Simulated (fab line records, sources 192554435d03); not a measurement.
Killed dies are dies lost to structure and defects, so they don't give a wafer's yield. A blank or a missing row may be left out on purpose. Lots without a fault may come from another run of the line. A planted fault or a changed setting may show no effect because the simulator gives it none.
Chamber matching | flow n5_finfet | N5_BEOL_M14_CMP_49 on cmp-02: 4 sister chambers
The step polishes, stops on SiO2, t overpolish 5.2 s, target thk 560 nm. 4 wafers are shown with their chamber, then 9 later ones without.

WAFERS WITH THEIR CHAMBER
wafer  | chamber | motor_current_A (A)
L094.2 | 2       | 7.6
L092.1 | 1       | 8.7
L092.3 | 0       | 8.5
L092.4 | 3       | 7.4

WAFERS WITHOUT THEIR CHAMBER
wafer  | motor_current_A (A)
L093.2 | 8.7
L093.4 | 8.0
L093.6 | 8.5
L096.1 | 8.8
L096.4 | 8.8
L096.6 | 7.4
L097.2 | 8.8
L097.5 | 7.7
L097.6 | 7.7

WHICH CHAMBER EACH WENT THROUGH
wafer  | from the rows above               | in truth
L093.2 | can't be placed: 1 or 0           | 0
L093.4 | can't be placed: 2 or 0 or 3 or 1 | 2
L093.6 | can't be placed: 0 or 1           | 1
L096.1 | can't be placed: 1 or 0           | 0
L096.4 | can't be placed: 1 or 0           | 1
L096.6 | can't be placed: 3 or 2           | 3
L097.2 | can't be placed: 1 or 0           | 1
L097.5 | can't be placed: 2 or 3           | 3
L097.6 | can't be placed: 2 or 3           | 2
Placed correctly: 0 of 9. Can't be placed from these rows: 9 (the true chamber is among the candidates in 9). Placed wrongly: 0.
How it was worked out, from the rows above alone: a wafer's distance from a chamber is the root of the sum, over the readings, of the square of ((its reading less the chamber's mean) divided by the reading's scatter). The wafer belongs to the nearest chamber; if the next one is less than 2 further off, it can't be placed. A chamber's mean is the mean of its shown wafers. The scatter: with one shown wafer a chamber, the root of the mean of the squares of how far each hidden wafer lies from its nearest shown one.
